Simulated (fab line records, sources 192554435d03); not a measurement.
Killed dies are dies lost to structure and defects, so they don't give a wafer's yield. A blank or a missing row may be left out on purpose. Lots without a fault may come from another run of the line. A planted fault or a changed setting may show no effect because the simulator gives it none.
Chamber matching | flow n5_finfet | N5_FIN_SAQP_HM_DEP_03 on pecvd-04: 3 sister chambers
The step deposits SiNx from SiH4/NH3/N2, target thk 38 nm, time 33.6 s. 6 wafers are shown with their chamber, then 11 later ones without.

WAFERS WITH THEIR CHAMBER
wafer  | chamber | showerhead_plenum_p_Torr (Torr) | throttle_valve_pct (%)
L087.4 | 0       | 5.13                            | 40.4
L087.6 | 2       | 4.99                            | 40.3
L091.4 | 1       | 5.07                            | 38.0
L091.5 | 0       | 5.13                            | 40.5
L091.6 | 2       | 4.98                            | 40.3
L093.1 | 1       | 5.06                            | 38.2

WAFERS WITHOUT THEIR CHAMBER
wafer  | showerhead_plenum_p_Torr (Torr) | throttle_valve_pct (%)
L093.3 | 5.00                            | 40.7
L093.4 | 5.08                            | 37.7
L094.1 | 5.12                            | 40.3
L094.3 | 5.01                            | 40.7
L094.6 | 5.12                            | 40.6
L096.1 | 5.00                            | 40.6
L096.2 | 5.12                            | 40.4
L096.3 | 5.06                            | 38.2
L096.4 | 5.13                            | 40.6
L096.5 | 5.00                            | 40.7
L096.6 | 5.08                            | 38.4

WHICH CHAMBER EACH WENT THROUGH
wafer  | from the rows above | in truth
L093.3 | 2                   | 2
L093.4 | 1                   | 1
L094.1 | 0                   | 0
L094.3 | 2                   | 2
L094.6 | 0                   | 0
L096.1 | 2                   | 2
L096.2 | 0                   | 0
L096.3 | 1                   | 1
L096.4 | 0                   | 0
L096.5 | 2                   | 2
L096.6 | 1                   | 1
Placed correctly: 11 of 11. Can't be placed from these rows: 0. Placed wrongly: 0.
How it was worked out, from the rows above alone: a wafer's distance from a chamber is the root of the sum, over the readings, of the square of ((its reading less the chamber's mean) divided by the reading's scatter). The wafer belongs to the nearest chamber; if the next one is less than 2 further off, it can't be placed. A chamber's mean is the mean of its shown wafers. The scatter: the root of (the sum of the squares of (reading less its chamber's mean) over the shown wafers, divided by (wafers less chambers)).
